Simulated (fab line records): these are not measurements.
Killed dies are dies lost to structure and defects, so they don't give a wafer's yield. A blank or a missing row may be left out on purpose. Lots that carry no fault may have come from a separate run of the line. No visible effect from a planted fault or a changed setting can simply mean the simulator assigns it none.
fab line records	flow n5Finfet
[record] lots = 11	wafers = 33	lastDay = 18
route steps=1938 shown BEOL_M2@901 MIM_BOT_ETCH@1868 TV_LITHO@1883 TV_OPEN@1889 PASSIVATION@1936
lots untouched by any fault: they come from a run of this same line in which no faults occurred
startH: hours from the record's opening day to when the first of the lot's shown wafers began	waitH: hours elapsed since this lot's preceding step	" same as the row above	L1.1+2: several wafers, shown together as one row	- no value, or no start given	* or withheld: withheld	< > ~ a bound
route shown NAME@n: names a module that has steps shown in the file, with the first one's number in the route	usual: mean and standard deviation over wafers with no fault	same: alike in all rows	chamber/n: place in a boat	sites: each site's reading	_std_site: the values' standard deviation	_edge_site: outer sites' mean less inner sites'	radiusMm: for every site, how far away it sits from the centre of the wafer	mask NAME#n: copy n	behind: the most recent tool/chamber to have shaped the wafer	hold: what put the lot on hold/how long, in hours/how the hold closed	device: the n, p or np transistor that did not switch	end of line: tests run on the same wafers once the route is complete	for a step that has no rows: nothing shown but its recipe	killed: the dies lost at the first sort to structure and to defects; this is not the yield of the wafer	map: a wafer's dies, marking killed ones x, the rest . and places with no die _
set.NAME: setting as actually run; set.NAME@STEP: the setting as run at that earlier step	model.NAME: the simulator's own value behind a step, which no gauge read
route steps across a sampled set of lots; one table per step, one row per wafer
services: the hour from which a tool's chamber was out of use, counted from the record's first day as startH (under 0 if before that day), plus the number of hours and why
[[steps]]
[step N5_BEOL_M2_ALD_84]
[recipe] material = TaN	targetThkA = *	tempC = 275	aldPrecursorFamily = PDMAT	aldCoReactant = NH3	pressureTorr = 3	carrierFlowSccm = 1500	pulseTimeS = 2	purgeTimeS = 3	coReactantPurgeTimeS = 2	coReactantPulseTimeS = 3	aldCycles = 30	precursorVesselTempC = 75	precursorVesselPressureTorr = 26.25	precursorVesselCarrierSccm = 1000
[usual] heaterPowerW = 400/34	precursorVesselCarrierSccm = 1000.1/2.9	precursorVesselTempC = 75.01/0.12
lot.wafer	tool	chamber	startH	waitH	heaterPowerW	precursorVesselCarrierSccm	precursorVesselTempC
L363.2	aldMetal-04	2	142.38	0.0	354	997.9	75.20
L363.5	"	3	"	"	343	1005.0	75.15
L363.6	"	2	"	"	340	997.2	75.01
L364.1	aldMetal-04	1	157.81	0.1	458	996.8	75.01
L364.4	"	3	"	"	344	1001.1	74.89
L364.6	"	2	"	"	334	995.1	75.02
L367.3	aldMetal-04	1	174.81	0.1	444	997.0	74.91
L367.4	"	0	"	"	446	999.4	75.06
L367.6	"	3	"	"	340	1000.1	75.00
L365.3	aldMetal-02	0	174.83	0.0	384	1002.6	74.89
L365.5	"	1	"	"	418	1002.9	74.99
L365.6	"	2	"	"	418	1002.1	74.96
L368.3	aldMetal-01	3	178.35	0.0	373	997.3	75.18
L368.4	"	0	"	"	371	999.9	74.96
L368.5	"	3	"	"	387	1000.0	75.11
L369.1	aldMetal-04	3	182.83	0.1	340	1000.6	75.21
L369.5	"	3	"	"	354	997.4	75.30
L369.6	"	2	"	"	339	998.9	75.08
L370.2	aldMetal-02	2	185.74	0.1	399	1001.6	75.02
L370.3	"	1	"	"	422	1000.5	75.04
L370.6	"	2	"	"	406	1005.1	75.07
L371.2	aldMetal-02	0	189.11	0.1	400	996.8	75.03
L371.5	"	1	"	"	407	994.7	74.93
L371.6	"	2	"	"	411	1000.9	75.20
L374.1	aldMetal-02	0	217.47	0.2	402	1002.5	75.17
L374.3	"	2	"	"	404	999.5	74.93
L374.5	"	2	"	"	416	999.5	75.04
L385.1	aldMetal-04	3	277.16	0.1	347	1005.0	74.91
L385.3	"	1	"	"	450	1003.9	75.12
L385.5	"	1	"	"	449	1004.2	75.19
L384.1	aldMetal-01	0	282.22	0.2	362	1002.0	75.01
L384.3	"	2	"	"	416	1000.1	75.04
L384.5	"	3	"	"	381	1001.3	75.02
[step N5_MIM_BOT_ETCH_ETCH_00]
[recipe] chemistry = Cl2/BCl3	target = TiN	targetDepthA = 455	ionEnergyEv = 150	pressureMtorr = 10	icpW = 1000	biasW = 126	Cl2_flow_sccm = 53.25	bcl3FlowSccm = 21.75	Ar_flow_sccm = 25
[usual] drypumpMotorCurrentA = 5.7/0.38	oes_ar_750_au = 0.80/0.12	oesProductAu = 0.80/0.11	throttleValvePct = 21.9/0.31
lot.wafer	tool	chamber	startH	waitH	drypumpMotorCurrentA	oes_ar_750_au	oesProductAu	rfHoursCounterH	throttleValvePct
L363.2	rieMetal-02	0	268.23	0.1	6.4	0.85	0.84	17	22.0
L363.5	"	1	"	"	6.4	0.61	0.60	-	21.8
L363.6	"	0	"	"	6.4	0.85	0.84	-	22.1
L364.1	rieMetal-01	1	278.05	0.1	5.4	0.70	0.69	84	21.8
L364.4	"	0	"	"	5.6	0.94	0.94	-	21.7
L364.6	"	1	"	"	5.4	0.69	0.69	-	21.8
L368.3	rieMetal-01	0	301.23	0.1	5.6	0.93	0.94	-	21.7
L368.4	"	1	"	"	5.4	0.69	0.69	-	21.8
L368.5	"	1	"	"	5.4	0.69	0.69	-	21.8
L367.3	rieMetal-01	1	304.26	0.1	5.4	0.70	0.68	-	21.8
L367.4	"	0	"	"	5.6	0.93	0.92	-	21.7
L367.6	"	1	"	"	5.4	0.69	0.68	-	21.8
L371.2	rieMetal-01	0	308.57	0.1	5.6	0.92	0.93	8	21.7
L371.5	"	1	"	"	5.4	0.69	0.68	-	21.8
L371.6	"	0	"	"	5.6	0.92	0.92	-	21.7
L365.3	rieMetal-03	1	312.19	0.2	5.5	0.70	0.74	-	22.5
L365.5	"	1	"	"	5.5	0.70	0.73	-	22.5
L365.6	"	1	"	"	5.5	0.70	0.74	-	22.5
L370.2	rieMetal-03	1	313.49	0.2	5.5	0.70	0.74	-	22.5
L370.3	"	1	"	"	5.5	0.71	0.74	-	22.5
L370.6	"	1	"	"	5.5	0.70	0.74	-	22.5
L369.1	rieMetal-01	1	315.50	0.1	5.4	0.68	0.68	88	21.8
L369.5	"	1	"	"	5.4	0.68	0.68	-	21.8
L369.6	"	0	"	"	5.5	0.91	0.92	-	21.7
L374.1	rieMetal-01	1	344.04	0.1	5.4	0.69	0.68	90	21.8
L374.3	"	1	"	"	5.4	0.68	0.68	-	21.8
L374.5	"	0	"	"	5.6	0.90	0.91	-	21.7
L384.1	rieMetal-01	0	411.52	0.1	5.5	0.86	0.87	17	21.7
L384.3	"	1	"	"	5.4	0.67	0.66	-	21.8
L384.5	"	1	"	"	5.4	0.67	0.66	-	21.8
L385.1	rieMetal-01	0	416.46	0.1	5.6	0.87	0.87	18	21.7
L385.3	"	1	"	"	5.4	0.67	0.67	-	21.8
L385.5	"	0	"	"	5.6	0.87	0.88	-	21.7
[step N5_PASSIVATION_CD_MEAS_10]
[recipe] targetCdNm = 3000	landingEnergyEv = 500	detector = seInlens
[usual] cdNm = 3000.0/2.2
lot.wafer	tool	chamber	startH	waitH	cdNm
L363.2	cdSem-01	0	270.50	-	2997.0
L363.5	"	0	"	"	2999.0
L363.6	"	0	"	"	2998.2
L364.1	cdSem-02	0	279.54	-	3001.6
L364.4	"	0	"	"	3002.9
L364.6	"	0	"	"	3003.9
L368.3	cdSem-01	0	302.30	-	2998.4
L368.4	"	0	"	"	2999.4
L368.5	"	0	"	"	2998.9
L367.3	cdSem-02	0	305.52	-	3000.8
L367.4	"	0	"	"	2999.1
L367.6	"	0	"	"	2996.3
L371.2	cdSem-02	0	309.85	-	3004.9
L371.5	"	0	"	"	3002.9
L371.6	"	0	"	"	3003.8
L365.3	cdSem-01	0	313.54	-	3000.0
L365.5	"	0	"	"	2995.2
L365.6	"	0	"	"	2996.3
L370.2	cdSem-03	0	317.95	-	2999.4
L370.3	"	0	"	"	3001.4
L370.6	"	0	"	"	3002.2
L369.1	cdSem-02	0	318.32	-	2998.2
L369.5	"	0	"	"	2999.1
L369.6	"	0	"	"	2997.5
L374.1	cdSem-03	0	345.09	-	2997.5
L374.3	"	0	"	"	2998.9
L374.5	"	0	"	"	2998.8
L384.1	cdSem-03	0	412.63	-	2999.8
L384.3	"	0	"	"	3000.2
L384.5	"	0	"	"	3002.9
L385.1	cdSem-01	0	417.80	-	3000.8
L385.3	"	0	"	"	2999.5
L385.5	"	0	"	"	2999.0
[step N5_PASSIVATION_STRIP_14]
[recipe] chemistry = O2	powerW = 600	tempC = 60	pressureMtorr = 30	rfFrequencyHz = 6e+07	biasPowerW = 0	overashFraction = 0.5	o2FlowSccm = 225
[usual] drypumpMotorCurrentA = 5.9/0.42	oesProductAu = 0.79/0.095	rfVppV = 3.7/0.94	showerheadPlenumPTorr = 2.13/0.085	throttleValvePct = 16.63/0.25
lot.wafer	tool	chamber	startH	waitH	drypumpMotorCurrentA	oesProductAu	rfHoursCounterH	rfVppV	showerheadPlenumPTorr	throttleValvePct
L363.2	rieDiel-01	0	271.03	0.1	5.5	0.78	98	5.1	2.21	16.76
L363.5	"	1	"	"	6.3	0.75	-	3.2	2.19	16.42
L363.6	"	0	"	"	5.5	0.79	-	2.2	2.21	16.82
L364.1	rieDiel-01	3	280.07	0.1	5.7	0.71	227	3.1	2.16	16.70
L364.4	"	2	"	"	6.4	0.71	203	3.3	1.98	16.56
L364.6	"	0	"	"	5.5	0.77	-	1.7	2.21	16.80
L368.3	rieDiel-06	1	302.96	0.1	5.8	0.80	84	4.1	2.12	16.61
L368.4	"	3	"	"	6.3	0.75	126	4.3	2.10	16.69
L368.5	"	3	"	"	6.3	0.76	-	4.9	2.10	16.69
L367.3	rieDiel-01	3	306.24	0.1	5.7	0.69	235	2.7	2.15	16.70
L367.4	"	1	"	"	6.3	0.75	190	3.9	2.19	16.43
L367.6	"	2	"	"	6.4	0.70	-	5.4	1.98	16.58
L371.2	rieDiel-01	1	310.40	0.1	6.3	0.75	192	2.9	2.19	16.43
L371.5	"	1	"	"	6.3	0.75	-	3.5	2.19	16.47
L371.6	"	2	"	"	6.3	0.70	-	3.9	1.98	16.58
L365.3	rieDiel-01	3	314.19	0.1	5.7	0.69	237	3.8	2.15	16.64
L365.5	"	0	"	"	5.5	0.80	-	3.6	2.21	16.82
L365.6	"	1	"	"	6.3	0.74	-	3.0	2.19	16.48
L370.2	rieDiel-05	3	318.43	0.1	5.8	0.69	233	4.9	2.16	16.93
L370.3	"	0	"	"	5.5	0.72	183	4.4	2.00	16.93
L370.6	"	1	"	"	6.1	0.97	-	3.0	2.23	15.99
L369.1	rieDiel-01	2	319.44	0.1	6.4	0.69	215	3.7	1.98	16.58
L369.5	"	0	"	"	5.5	0.77	-	5.9	2.21	16.83
L369.6	"	3	"	"	5.8	0.70	-	4.9	2.15	16.69
L374.1	rieDiel-01	0	345.54	0.1	5.5	0.77	123	2.9	2.20	16.83
L374.3	"	1	"	"	6.3	0.75	204	3.2	2.18	16.45
L374.5	"	2	"	"	6.4	0.68	-	3.3	1.98	16.61
L384.1	rieDiel-01	1	413.58	0.1	6.3	0.72	229	5.2	2.17	16.53
L384.3	"	2	"	"	6.4	0.67	248	4.9	1.97	16.64
L384.5	"	2	"	"	6.4	0.68	-	3.9	1.97	16.63
L385.1	rieDiel-05	3	418.24	0.1	5.8	0.92	10	2.9	2.15	16.50
L385.3	"	1	"	"	6.1	0.89	36	4.0	2.21	16.04
L385.5	"	2	"	"	5.6	0.86	-	3.8	2.14	16.63
[step N5_PASSIVATION_PROBE_49]
[usual] defectLimitedYield = 90.9/1.4	killed_at_M0_to_M3 = 37/12	killed_at_M4_up = 14/5.3	killedAtContacts = 12/6.2	killedAtFrontEnd = 41/11	killedAtOther = 3.7/2.9	killedDies = 107/17	killedOpen = 71/12	killedShort = 34/7.9	sort_bin_5_function = 5.3/0.95	sort_bin_6_memory = 3.4/0.7	sortNPass = 1073/17	sortYieldPct = 90.9/1.5
[same] grossDies = 1180	killedAtBackSide = 0	sort_bin_4_leakage[%] = 0	sort_bin_8_speed[%] = 0
lot.wafer	tool	chamber	startH	waitH	defectLimitedYield[%]	killed_at_M0_to_M3	killed_at_M4_up	killedAtContacts	killedAtFrontEnd	killedAtOther	killedDies	killedOpen	killedShort	sort_bin_5_function[%]	sort_bin_6_memory[%]	sortNPass	sortYieldPct[%]
L374.1	prober-01	-	353.36	0.0	83.5	151	20	1	23	0	195	57	23	10.8	3.6	985	83.5
L374.3	prober-01	-	353.46	0.1	90.0	49	26	6	31	6	118	85	32	6.2	3.4	1062	90.0
L374.5	prober-01	-	353.56	0.2	90.3	38	20	4	51	1	114	90	24	6.0	3.4	1066	90.3
// killed by level:class
L374.1 BEOL_M2:unspecified=115 BEOL_M1:geometricParticle:open=15 BEOL_M4:geometricParticle:open=14 BEOL_M3:geometricParticle:open=8 GATE_CUT:geometricParticle:short=6 FIN_SAQP:geometricParticle:open=5 BEOL_M2:geometricParticle:open=5 BEOL_M4:geometricParticle:short=4
L374.3 BEOL_M1:geometricParticle:open=17 BEOL_M4:geometricParticle:open=17 FIN_SAQP:geometricParticle:open=12 BEOL_M2:geometricParticle:open=10 FIN_SAQP:geometricParticle:short=7 BEOL_M0_SAQP:geometricParticle:short=6 MOL_CONTACT_COAG:geometricParticle:open=5 PAD_METAL:geometricParticle:open=5
L374.5 FIN_SAQP:geometricParticle:open=28 BEOL_M1:geometricParticle:open=14 BEOL_M4:geometricParticle:open=13 BEOL_M0_SAQP:geometricParticle:short=5 BEOL_M0:geometricParticle:open=5 BEOL_M2:geometricParticle:open=5 STI_FIN_REVEAL:geometricParticle:open=4 MOL_CONTACT_COAG:geometricParticle:open=4
[[services]]
tool	chamber	startH	hours	kind
aldMetal-04	-	118.44	2.8	pm
aldMetal-01	3	119.98	5.4	repair
rieDiel-06	2	124.88	3.2	repair
aldMetal-02	3	130.22	107.3	repair
rieDiel-05	0	157.45	2.8	repair
rieMetal-01	-	171.73	28.1	pm
rieDiel-06	2	201.30	23.7	repair
rieDiel-06	3	202.27	7.3	repair
rieDiel-01	-	211.73	3.2	repair
rieMetal-03	-	242.81	14.6	pm
aldMetal-01	1	243.56	3.8	repair
rieDiel-01	-	243.61	0.2	repair
rieMetal-03	-	258.06	1.4	pm
rieDiel-06	0	271.64	2.8	repair
aldMetal-04	-	286.74	4.3	pm
rieDiel-05	2	296.80	2.9	repair
rieDiel-06	3	316.56	4.0	repair
rieDiel-01	-	336.07	0.2	repair
aldMetal-01	-	337.40	14.0	pm
rieDiel-01	0	347.03	9.4	repair
aldMetal-04	0	350.01	11.8	repair
rieDiel-05	1	366.67	2.3	repair
aldMetal-04	3	370.30	24.1	repair
rieMetal-03	-	406.91	10.0	pm
[[key]]
[firstSign] step = N5_PASSIVATION_PROBE_49	reading = killed_at_M0_to_M3	direction = up	sigmas = 9.1	usual = 37	struck = 151
[effect] step = N5_PASSIVATION_PROBE_49	reading = defectLimitedYield	direction = down	sigmas = 5.1	usual = 90.9	struck = 83.5
[moreKillsBornAt] N5_BEOL_M2_ALD_84@aldMetal-02 = 115
metAt N5_BEOL_M2_ALD_84
struckLots L374
struckWafers L374.1
notActingAt N5_MIM_BOT_ETCH_ETCH_00,N5_PASSIVATION_CD_MEAS_10,N5_PASSIVATION_STRIP_14
onsetBetween 189.11 217.47
[fault] kind = chamberParticleSource	tool = aldMetal-02	chamber = 0	onsetH = 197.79	steps = N5_BEOL_M2_ALD_84	ratePerVisitCm2 = 0.65777	endH = 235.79
